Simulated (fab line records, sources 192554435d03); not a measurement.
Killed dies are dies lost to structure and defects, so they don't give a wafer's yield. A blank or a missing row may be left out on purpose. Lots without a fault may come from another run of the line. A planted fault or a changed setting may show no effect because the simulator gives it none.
fab line records | flow n5_finfet | part 1 of 2: steps 1 to 4 of 6
record lots=22 wafers=66 last_day=18
route steps=1938 shown PMOS_HMC_CHANNEL_EPI@73 FIN_SAQP@96
lots that met no fault: from a run of the same line without faults
start_h: hours from the record's first day to the start of the lot's first wafer shown | wait_h: hours since the lot's step before | " the same as in the row above | L1.1+2: a row that stands for several wafers | - no value, or no start given | * or withheld: withheld | < > ~ a bound
route shown NAME@n: a module of which the file shows steps, and the number in the route of the first | usual: mean/standard deviation of fault-free wafers | same: alike in all rows | chamber/n: place in a boat | sites: the reading at each site | _std_site: their standard deviation | _edge_site: outer sites' mean less inner sites' | radius_mm: how far each site lies from the wafer's centre | mask NAME#n: copy n | behind: the tool/chamber that last shaped the wafer | hold: why the lot was held/for how many hours/how that ended | device: the transistor (n, p or np) that didn't switch | end of line: the same wafers' tests at the end of the route | a step without rows: its recipe alone | killed: dies lost to structure and defects at the first sort, not the wafer's yield | map: a wafer's dies, x killed, . not, _ none there
set.NAME: the setting as run; set.NAME@STEP: as run at that earlier step | model.NAME: the simulator's own value behind a step, which no gauge read
steps of the route over a sample of lots; a table a step, a row a wafer
services: from which hour (start_h, from the record's first day; less than 0 if before it) a tool's chamber was out of use, for how many hours, and why
## steps
# step N5_PMOS_HMC_CHANNEL_EPI_ETCH_38
# recipe chemistry=CF4 target=SiO2 target_depth_a=15 ion_energy_ev=350 pressure_mtorr=10 icp_w=800 bias_w=400 cf4_flow_sccm=80
# usual drypump_motor_current_A=5.7/0.39 he_backside_leak_sccm=2.79/0.21 oes_product_au=1.001/0.023 rf_fwd_power_W=785/3.8 throttle_valve_pct=21.8/0.37
# columns lot.wafer tool chamber start_h wait_h drypump_motor_current_A he_backside_leak_sccm oes_product_au rf_fwd_power_W rf_hours_counter_h throttle_valve_pct
L074.3 rie_si-02 1 18.29 0.0 6.2 2.98 1.055 786 139 22.1
L074.5 " 3 " " 5.8 2.86 0.995 785 - 22.1
L074.6 " 0 " " 6.2 2.81 0.996 783 - 21.7
L075.2 rie_si-02 1 23.66 0.0 6.2 2.89 1.049 789 139 22.1
L075.4 " 3 " " 5.7 2.81 0.993 787 63 22.1
L075.6 " 1 " " 6.2 2.99 1.057 783 - 22.1
L076.1 rie_si-03 2 30.65 0.0 5.4 2.57 0.971 787 115 21.6
L076.4 " 1 " " 5.7 3.13 1.001 780 170 22.3
L076.5 " 2 " " 5.4 2.56 0.972 785 - 21.6
L078.1 rie_si-03 1 42.91 0.0 5.7 3.14 1.009 778 170 22.3
L078.5 " 1 " " 5.7 3.00 1.003 780 - 22.3
L078.6 " 0 " " 5.2 2.73 0.980 779 - 21.8
L079.1 rie_si-03 3 48.49 0.0 5.4 2.67 1.015 781 7 21.2
L079.2 " 2 " " 5.4 2.58 0.966 786 115 21.6
L079.3 " 0 " " 5.2 2.59 0.976 785 48 21.8
L080.1 rie_si-02 0 55.59 0.0 6.2 2.80 1.007 783 130 21.7
L080.3 " 2 " " 5.6 2.89 1.025 788 6 21.9
L080.6 " 2 " " 5.6 2.72 1.017 786 - 21.9
L081.1 rie_si-05 3 61.41 0.0 5.9 3.10 0.971 791 173 21.7
L081.2 " 1 " " 5.3 2.55 0.975 786 96 22.0
L081.5 " 0 " " 6.5 2.89 0.998 786 - 21.1
L082.3 rie_si-02 3 67.34 0.0 5.7 2.85 1.005 786 64 22.1
L082.4 " 1 " " 6.2 2.95 1.055 787 140 22.1
L082.6 " 0 " " 6.2 2.92 1.004 782 - 21.7
L083.2 rie_si-02 3 72.04 0.0 5.7 2.80 0.994 787 64 22.1
L083.4 " 1 " " 6.2 2.83 1.056 789 140 22.1
L083.6 " 2 " " 5.6 2.78 1.027 782 - 21.9
L084.2 rie_si-03 0 78.12 0.0 5.2 2.61 0.991 786 49 21.8
L084.3 " 2 " " 5.4 2.59 0.965 790 116 21.6
L084.4 " 3 " " 5.4 2.53 1.009 785 7 21.2
L085.1 rie_si-03 3 84.73 0.0 5.4 2.54 1.006 781 7 21.2
L085.2 " 2 " " 5.4 2.55 0.973 784 116 21.6
L085.5 " 3 " " 5.4 2.77 1.008 785 - 21.2
L087.1 rie_si-02 3 96.99 0.0 5.7 2.91 0.997 786 65 22.1
L087.4 " 0 " " 6.3 2.94 1.002 783 - 21.7
L087.5 " 1 " " 6.2 2.92 1.062 787 - 22.1
L088.2 rie_si-03 2 102.90 0.0 5.4 2.55 0.969 786 116 21.6
L088.4 " 1 " " 5.6 2.92 1.012 782 171 22.3
L088.5 " 1 " " 5.6 2.93 1.005 783 - 22.3
L089.1 rie_si-03 2 107.75 0.0 5.4 2.50 0.974 785 116 21.6
L089.5 " 1 " " 5.6 3.00 1.011 786 - 22.3
L089.6 " 2 " " 5.4 2.57 0.974 786 - 21.6
L090.3 rie_si-05 1 114.23 0.0 5.3 2.40 0.986 787 97 22.1
L090.4 " 3 " " 5.9 3.10 0.965 789 174 21.7
L090.6 " 0 " " 6.5 2.65 1.014 779 - 21.0
L091.1 rie_si-02 2 119.94 0.0 5.6 2.81 1.019 777 8 21.9
L091.5 " 2 " " 5.6 2.83 1.011 778 - 21.9
L091.6 " 3 " " 5.7 2.90 0.988 790 - 22.1
L092.1 rie_si-03 1 125.70 0.0 5.7 3.09 0.999 782 172 22.3
L092.3 " 3 " " 5.4 2.65 1.020 786 8 21.2
L092.4 " 2 " " 5.4 2.50 0.983 792 117 21.6
L093.1 rie_si-05 3 132.53 0.0 5.9 3.08 0.977 785 174 21.7
L093.4 " 0 " " 6.5 2.79 0.993 780 164 21.1
L093.6 " 2 " " 6.2 2.44 1.017 787 - 21.4
L094.2 rie_si-05 0 137.64 0.0 6.4 2.78 0.989 781 164 21.1
L094.4 " 2 " " 6.2 2.52 1.016 788 51 21.4
L094.5 " 0 " " 6.5 2.73 1.000 777 - 21.1
L095.3 rie_si-02 3 143.89 0.0 5.8 2.79 1.003 785 66 22.1
L095.5 " 2 " " 5.6 2.82 1.026 782 - 21.9
L095.6 " 3 " " 5.7 2.92 1.005 786 - 22.1
L096.1 rie_si-05 1 149.72 0.0 5.3 2.24 0.979 791 97 22.0
L096.4 " 2 " " 6.2 2.49 1.014 784 51 21.4
L096.5 " 0 " " 6.5 2.83 0.996 778 - 21.1
L097.1 rie_si-03 2 157.04 0.0 5.4 2.55 0.975 791 117 21.6
L097.5 " 2 " " 5.4 2.50 0.989 789 - 21.6
L097.6 " 1 " " 5.7 3.11 1.007 778 - 22.3
# step N5_PMOS_HMC_CHANNEL_EPI_CMP_21
# recipe material=SiGe30 post_cmp_clean=alkaline_brush target_thk_nm=54
# usual edge_zone_pressure_frac=1.000/0.005 motor_current_A=12.6/0.84
# columns lot.wafer tool chamber start_h wait_h edge_zone_pressure_frac motor_current_A
L074.3 cmp-04 2 19.86 0.1 0.992 11.9
L074.6 " 1 " " 0.998 11.5
L074.5 " 2 " " 0.995 12.5
L075.4 cmp-02 1 26.20 0.1 0.995 12.8
L075.2 " 2 " " 0.988 13.5
L075.6 " 3 " " 1.006 14.7
L076.4 cmp-02 3 32.65 0.1 0.997 14.0
L076.1 " 0 " " 0.992 13.3
L076.5 " 2 " " 0.997 13.7
L078.1 cmp-03 2 44.59 0.1 1.005 12.8
L078.5 " 3 " " 1.006 12.3
L078.6 " 0 " " 0.998 12.6
L079.3 cmp-03 3 50.41 0.0 1.005 13.3
L079.1 " 1 " " 1.004 11.4
L079.2 " 2 " " 1.005 13.2
L080.3 cmp-04 3 57.72 0.1 1.002 11.9
L080.1 " 0 " " 1.004 12.6
L080.6 " 2 " " 1.008 12.2
L081.2 cmp-04 1 62.98 0.1 0.997 12.0
L081.1 " 2 " " 0.988 12.2
L081.5 " 2 " " 0.995 12.3
L082.3 cmp-04 2 69.33 0.1 1.005 12.3
L082.4 " 3 " " 0.989 12.1
L082.6 " 3 " " 0.986 12.2
L083.2 cmp-04 1 74.12 0.2 1.000 11.5
L083.4 " 3 " " 1.004 11.9
L083.6 " 1 " " 1.003 11.9
L084.4 cmp-03 0 79.65 0.0 1.005 13.0
L084.2 " 2 " " 0.998 12.4
L084.3 " 3 " " 1.004 13.7
L085.2 cmp-03 1 86.73 0.1 0.997 12.5
L085.1 " 2 " " 0.997 11.9
L085.5 " 3 " " 1.000 12.7
L087.1 cmp-03 3 98.52 0.0 0.993 12.8
L087.4 " 0 " " 0.997 12.1
L087.5 " 3 " " 0.996 12.8
L088.4 cmp-02 0 104.86 0.1 1.001 12.8
L088.2 " 1 " " 1.001 12.8
L088.5 " 3 " " 1.009 15.5
L089.1 cmp-02 2 109.68 0.0 0.994 14.4
L089.6 " 2 " " 1.005 13.9
L089.5 " 3 " " 1.002 14.6
L090.4 cmp-03 0 115.76 0.0 1.001 12.1
L090.3 " 1 " " 1.005 11.0
L090.6 " 0 " " 1.008 12.6
L091.1 cmp-04 3 121.47 0.0 0.999 11.9
L091.5 " 3 " " 0.996 12.0
L091.6 " 0 " " 1.000 12.0
L092.4 cmp-03 1 127.62 0.0 0.997 11.5
L092.3 " 2 " " 1.004 12.7
L092.1 " 3 " " 1.008 13.8
L093.1 cmp-03 2 134.11 0.1 1.001 12.6
L093.4 " 0 " " 1.004 12.2
L093.6 " 1 " " 0.997 11.1
L094.4 cmp-02 2 139.19 0.0 1.002 13.8
L094.2 " 1 " " 1.000 11.9
L094.5 " 3 " " 0.997 14.3
L095.3 cmp-03 0 145.50 0.1 1.005 12.2
L095.6 " 2 " " 1.002 12.0
L095.5 " 3 " " 1.002 12.9
L096.4 cmp-03 0 151.29 0.1 1.000 11.9
L096.1 " 2 " " 1.001 12.4
L096.5 " 0 " " 1.005 12.2
L097.1 cmp-02 0 159.08 0.1 1.004 13.2
L097.6 " 1 " " 0.999 13.1
L097.5 " 2 " " 1.007 13.7
# step N5_FIN_SAQP_HM_DEP_03
# recipe material=SiNx target_thk_a=380 temp_c=400 precursor=SiH4/NH3/N2 pressure_torr=1.5 rf_w=300 time_s=33.6
# usual heater_power_w=779/130 rf_fwd_power_W=297.9/1.2 showerhead_plenum_p_Torr=5.10/0.062 throttle_valve_pct=39.8/2.5
# columns lot.wafer tool chamber start_h wait_h heater_power_w rf_fwd_power_W showerhead_plenum_p_Torr throttle_valve_pct
L074.3 pecvd-01 1 21.30 0.2 892 297.3 5.02 40.3
L074.5 " 1 " " 904 295.7 5.02 40.2
L074.6 " 2 " " 1064 297.6 5.08 39.7
L075.2 pecvd-02 1 27.43 0.2 719 298.3 5.10 39.5
L075.4 " 2 " " 617 298.4 5.20 40.1
L075.6 " 1 " " 721 297.5 5.09 39.3
L076.1 pecvd-04 2 33.89 0.2 735 298.8 5.11 36.9
L076.4 " 1 " " 659 293.0 5.15 36.2
L076.5 " 0 " " 705 298.4 5.08 45.4
L078.1 pecvd-01 2 46.82 0.2 1083 298.4 5.06 39.9
L078.5 " 1 " " 843 296.9 5.02 40.4
L078.6 " 2 " " 1062 298.6 5.07 39.7
L079.1 pecvd-02 2 51.91 0.2 559 297.9 5.20 39.7
L079.2 " 1 " " 671 296.9 5.11 39.5
L079.3 " 0 " " 775 299.1 5.21 40.6
L080.1 pecvd-02 0 59.53 0.2 708 298.0 5.21 40.4
L080.3 " 1 " " 655 299.1 5.11 39.4
L080.6 " 0 " " 725 298.7 5.20 40.5
L081.1 pecvd-02 2 64.44 0.2 640 297.9 5.20 39.8
L081.2 " 0 " " 716 299.1 5.20 40.4
L081.5 " 1 " " 735 299.3 5.10 39.6
L082.3 pecvd-01 1 70.74 0.1 815 299.3 5.00 40.3
L082.4 " 1 " " 818 298.9 5.02 40.3
L082.6 " 2 " " 1012 298.9 5.08 39.8
L083.2 pecvd-04 2 75.46 0.2 712 297.9 5.10 36.9
L083.4 " 2 " " 704 299.3 5.11 36.8
L083.6 " 0 " " 799 297.3 5.07 45.4
L084.2 pecvd-02 1 81.07 0.2 696 296.3 5.10 39.7
L084.3 " 2 " " 532 299.3 5.20 39.6
L084.4 " 0 " " 720 298.3 5.22 40.6
L085.1 pecvd-01 2 88.18 0.2 1025 298.3 5.05 39.9
L085.2 " 1 " " 771 298.6 5.02 40.6
L085.5 " 0 " " 640 298.1 5.05 38.4
L087.1 pecvd-01 2 99.94 0.2 1029 299.2 5.06 39.8
L087.4 " 1 " " 773 299.5 5.01 40.3
L087.5 " 2 " " 1041 297.7 5.08 40.1
L088.2 pecvd-04 1 106.28 0.2 620 296.5 5.15 37.0
L088.4 " 1 " " 626 296.2 5.16 36.8
L088.5 " 2 " " 840 297.7 5.10 37.0
L089.1 pecvd-01 1 111.01 0.2 903 298.3 5.00 40.5
L089.5 " 2 " " 1072 298.5 5.06 39.9
L089.6 " 0 " " 728 298.5 5.06 38.2
L090.3 pecvd-04 2 117.77 0.1 723 299.5 5.10 37.2
L090.4 " 1 " " 711 296.2 5.14 36.9
L090.6 " 0 " " 765 297.5 5.06 45.7
L091.1 pecvd-02 2 123.08 0.2 610 299.1 5.20 39.7
L091.5 " 2 " " 613 297.4 5.19 39.7
L091.6 " 0 " " 750 298.8 5.20 40.9
L092.1 pecvd-01 1 128.94 0.2 760 297.5 5.02 40.2
L092.3 " 2 " " 1041 298.9 5.06 40.3
L092.4 " 0 " " 731 299.6 5.06 38.2
L093.1 pecvd-04 0 135.50 0.2 796 297.6 5.08 45.8
L093.4 " 0 " " 799 298.0 5.09 45.8
L093.6 " 1 " " 702 297.0 5.17 36.9
L094.2 pecvd-04 1 142.40 0.2 679 294.7 5.17 36.9
L094.4 " 1 " " 686 295.8 5.16 37.1
L094.5 " 2 " " 835 299.0 5.12 37.4
L095.3 pecvd-04 1 147.19 0.1 655 296.7 5.15 37.2
L095.5 " 1 " " 669 295.4 5.15 36.9
L095.6 " 0 " " 839 298.0 5.08 45.7
L096.1 pecvd-04 2 152.67 0.2 741 298.8 5.11 37.3
L096.4 " 2 " " 742 297.8 5.11 36.8
L096.5 " 0 " " 785 298.9 5.08 45.7
L097.1 pecvd-01 1 160.63 0.2 900 299.1 5.00 40.3
L097.5 " 0 " " 677 298.0 5.06 38.3
L097.6 " 1 " " 898 299.2 5.01 40.4
# step N5_FIN_SAQP_OVL_MEAS_17
# recipe points_per_wafer=44
# usual FIN_CORE_OVL=-0.7/0.87
# columns lot.wafer tool chamber start_h wait_h FIN_CORE_OVL[nm]
L074.3 overlay-02 0 22.02 0.0 -0.9
L074.5 " 0 " " -0.8
L074.6 " 0 " " -1.4
L075.2 overlay-01 0 28.25 0.0 0.6
L075.4 " 0 " " 0.9
L075.6 " 0 " " -2.3
L076.1 overlay-02 0 34.73 0.0 -0.1
L076.4 " 0 " " -0.3
L076.5 " 0 " " 0.6
L078.1 overlay-01 0 47.76 0.0 -0.6
L078.5 " 0 " " 0.9
L078.6 " 0 " " -0.9
L079.1 overlay-02 0 52.73 0.0 -0.5
L079.2 " 0 " " 0.0
L079.3 " 0 " " -0.5
L080.1 overlay-01 0 60.42 0.0 0.2
L080.3 " 0 " " -1.1
L080.6 " 0 " " 0.8
L081.1 overlay-02 0 65.13 0.0 1.0
L081.2 " 0 " " -0.7
L081.5 " 0 " " 0.7
L082.3 overlay-01 0 71.56 0.0 -1.3
L082.4 " 0 " " -1.5
L082.6 " 0 " " 0.6
L083.2 overlay-01 0 76.28 0.0 -0.7
L083.4 " 0 " " -1.8
L083.6 " 0 " " -1.6
L084.2 overlay-02 0 81.80 0.1 -0.6
L084.3 " 0 " " -1.8
L084.4 " 0 " " -0.7
L085.1 overlay-02 0 88.87 0.0 0.4
L085.2 " 0 " " -0.2
L085.5 " 0 " " -1.5
L087.1 overlay-01 0 100.63 0.0 -0.1
L087.4 " 0 " " -0.8
L087.5 " 0 " " -1.8
L088.2 overlay-01 0 107.10 0.0 0.4
L088.4 " 0 " " -0.6
L088.5 " 0 " " -1.6
L089.1 overlay-01 0 111.83 0.0 -1.4
L089.5 " 0 " " -0.8
L089.6 " 0 " " 1.2
L090.3 overlay-02 0 118.47 0.0 -1.3
L090.4 " 0 " " -1.8
L090.6 " 0 " " -0.4
L091.1 overlay-02 0 123.93 0.0 -0.8
L091.5 " 0 " " -0.4
L091.6 " 0 " " -1.2
L092.1 overlay-02 0 129.76 0.0 -1.4
L092.3 " 0 " " -1.7
L092.4 " 0 " " -0.3
L093.1 overlay-02 0 136.32 0.0 -1.0
L093.4 " 0 " " 0.5
L093.6 " 0 " " -1.9
L094.2 overlay-02 0 143.22 0.0 -1.2
L094.4 " 0 " " -1.0
L094.5 " 0 " " -2.6
L095.3 overlay-02 0 148.01 0.0 0.9
L095.5 " 0 " " -0.7
L095.6 " 0 " " -0.4
L096.1 overlay-02 0 153.36 0.0 -1.2
L096.4 " 0 " " -1.9
L096.5 " 0 " " -2.0
L097.1 overlay-02 0 161.45 0.0 -0.3
L097.5 " 0 " " -1.2
L097.6 " 0 " " -1.9
